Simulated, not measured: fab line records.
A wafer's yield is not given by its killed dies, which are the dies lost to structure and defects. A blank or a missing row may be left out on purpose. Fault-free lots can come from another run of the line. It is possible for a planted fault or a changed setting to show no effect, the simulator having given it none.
Which tool is to blame? -- flow n5-finfet -- 12 lots, 36 wafers sampled, at 5 steps of a route of 1938

WHAT THE GAUGES READ, wafer by wafer
N5_SD_EPI_N_CD_MEAS_09: target cd 120 nm.
lot,measured,on,cd-nm (nm)
L075,day 3 05:17,cd-sem-02,120.3 121.1 119.9
L077,day 4 01:58,cd-sem-01,119.2 119.9 119.1
L079,day 4 10:01,cd-sem-03,120.7 119.5 120.3
L081,day 4 22:23,cd-sem-03,119.6 120.6 121.0
L083,day 5 07:02,cd-sem-01,120.0 121.5 121.3
L085,day 6 03:51,cd-sem-02,120.4 120.9 120.8
L087,day 6 09:26,cd-sem-03,120.8 119.9 119.3
L089,day 6 18:22,cd-sem-03,117.7 120.2 119.6
L091,day 7 09:22,cd-sem-01,121.1 120.3 120.2
L093,day 7 22:22,cd-sem-03,120.1 121.0 120.0
L095,day 8 06:20,cd-sem-03,120.6 121.2 120.1
L097,day 8 18:37,cd-sem-02,119.8 118.7 120.5

WHICH TOOL RAN EACH LOT (tool, then ch and the chambers of the sampled wafers, then the start)
lot,N5_FIN_SAQP_FIN_ETCH_36,N5_DUMMY_GATE_CMP_04,N5_DUMMY_GATE_STRIP_41,N5_SPACER0_ALD_07
L075,"rie-si-01 ch 0,2, day 2 07:45","cmp-01 ch 0,1,2, day 2 22:20","rie-diel-01 ch 0,1,2, day 3 03:25","ald-sin-04 ch 0,2,3, day 3 04:19"
L077,"rie-si-02 ch 2,3, day 2 20:37","cmp-03 ch 0,1, day 3 14:52","rie-diel-03 ch 0,3, day 4 00:23","ald-sin-02 ch 1,2, day 4 01:07"
L079,"rie-si-01 ch 1,2, day 3 08:18","cmp-01 ch 0,2,3, day 4 02:08","rie-diel-03 ch 2,3, day 4 08:07","ald-sin-02 ch 0,2,3, day 4 09:04"
L081,"rie-si-02 ch 1,2, day 3 22:16","cmp-01 ch 0,1, day 4 14:16","rie-diel-03 ch 0,3, day 4 20:35","ald-sin-02 ch 0,1,3, day 4 21:26"
L083,"rie-si-01 ch 0,3, day 4 08:15","cmp-03 ch 1,2,3, day 4 23:44","rie-diel-03 ch 0,2,3, day 5 04:56","ald-sin-04 ch 0,1,3, day 5 06:04"
L085,"rie-si-04 ch 0,2,3, day 4 20:59","cmp-03 ch 0,2,3, day 5 12:31","rie-diel-04 ch 0,2, day 6 02:07","ald-sin-04 ch 0,1, day 6 03:01"
L087,"rie-si-01 ch 1,3, day 5 09:16","cmp-01 ch 0,1, day 6 00:22","rie-diel-04 ch 0,1,2, day 6 07:52","ald-sin-01 ch 1,3, day 6 08:35"
L089,"rie-si-01 ch 2,3, day 5 19:47","cmp-01 ch 0,2,3, day 6 11:25","rie-diel-01 ch 2,3, day 6 16:41","ald-sin-04 ch 0,1,2, day 6 17:25"
L091,"rie-si-04 ch 0,1,2, day 6 08:12","cmp-03 ch 1,3, day 7 01:33","rie-diel-03 ch 0,1,2, day 7 06:54","ald-sin-02 ch 0,1,3, day 7 08:31"
L093,"rie-si-04 ch 0,2,3, day 6 21:25","cmp-01 ch 0,3, day 7 15:28","rie-diel-01 ch 0,2,3, day 7 20:43","ald-sin-01 ch 1,3, day 7 21:32"
L095,"rie-si-02 ch 0,1,2, day 7 08:13","cmp-04 ch 0,2, day 7 23:24","rie-diel-04 ch 0,2, day 8 04:38","ald-sin-02 ch 0,2,3, day 8 05:22"
L097,"rie-si-02 ch 0,2, day 7 20:16","cmp-04 ch 0,1, day 8 10:57","rie-diel-03 ch 1,2,3, day 8 16:20","ald-sin-01 ch 1,3, day 8 17:38"
- N5_FIN_SAQP_FIN_ETCH_36: etches the open film in HBr/Cl2/O2, target depth 120 nm, time 50.4 s.
- N5_DUMMY_GATE_CMP_04: polishes a-Si.
- N5_DUMMY_GATE_STRIP_41: strips in O2.
- N5_SPACER0_ALD_07: deposits SiNx, target thk 2 nm.

THE ANSWER, worked out from the rows above alone
Rule: usual is defined by the lots themselves. Put in order of their means at a reading, lots are off if they are a third of the lots or fewer, leave a main group of 4 or more, and stand apart from it by a gap of 3 or more times the standard deviation of the main group's means; of several such gaps the widest counts. The tables above print the reading to a certain number of digits; a main group whose means all agree to those digits is not used. A lot without any number at a reading at which 4 lots or more have one is off too. All remaining lots with rows at the step are treated as sound.
Nothing can be told from this: no lot is off at any reading shown.

WHAT THE SIMULATOR HAD PUT IN
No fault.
